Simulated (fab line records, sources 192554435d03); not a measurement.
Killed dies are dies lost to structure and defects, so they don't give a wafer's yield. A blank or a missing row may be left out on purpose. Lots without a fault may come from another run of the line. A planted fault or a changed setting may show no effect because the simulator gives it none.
Chamber matching | flow n5_finfet | N5_BEOL_M13_TRENCH_ETCH_34 on rie_diel-03: 4 sister chambers
The step etches SiOC in C4F8/O2/Ar, target depth 413.47 nm, time 162.6 s. 8 wafers are shown with their chamber, then 9 later ones without.

WAFERS WITH THEIR CHAMBER
wafer  | chamber | showerhead_plenum_p_Torr (Torr) | throttle_valve_pct (%)
L077.2 | 3       | 3.50                            | 24.33
L087.3 | 2       | 3.36                            | 24.20
L087.5 | 2       | 3.36                            | 24.19
L086.1 | 0       | 3.46                            | 23.78
L086.3 | 3       | 3.49                            | 24.11
L089.2 | 0       | 3.46                            | 23.80
L089.4 | 1       | 3.44                            | 23.95
L089.5 | 1       | 3.44                            | 23.97

WAFERS WITHOUT THEIR CHAMBER
wafer  | showerhead_plenum_p_Torr (Torr) | throttle_valve_pct (%)
L093.2 | 3.36                            | 24.19
L093.4 | 3.46                            | 23.78
L093.6 | 3.48                            | 24.11
L095.1 | 3.44                            | 23.98
L095.3 | 3.46                            | 23.79
L095.6 | 3.44                            | 23.96
L094.3 | 3.45                            | 23.81
L094.5 | 3.45                            | 23.79
L094.6 | 3.48                            | 24.12

WHICH CHAMBER EACH WENT THROUGH
wafer  | from the rows above     | in truth
L093.2 | 2                       | 2
L093.4 | 0                       | 0
L093.6 | 3                       | 3
L095.1 | 1                       | 1
L095.3 | 0                       | 0
L095.6 | 1                       | 1
L094.3 | can't be placed: 0 or 1 | 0
L094.5 | can't be placed: 0 or 1 | 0
L094.6 | 3                       | 3
Placed correctly: 7 of 9. Can't be placed from these rows: 2 (the true chamber is among the candidates in 2). Placed wrongly: 0.
How it was worked out, from the rows above alone: a wafer's distance from a chamber is the root of the sum, over the readings, of the square of ((its reading less the chamber's mean) divided by the reading's scatter). The wafer belongs to the nearest chamber; if the next one is less than 2 further off, it can't be placed. A chamber's mean is the mean of its shown wafers. The scatter: the root of (the sum of the squares of (reading less its chamber's mean) over the shown wafers, divided by (wafers less chambers)).
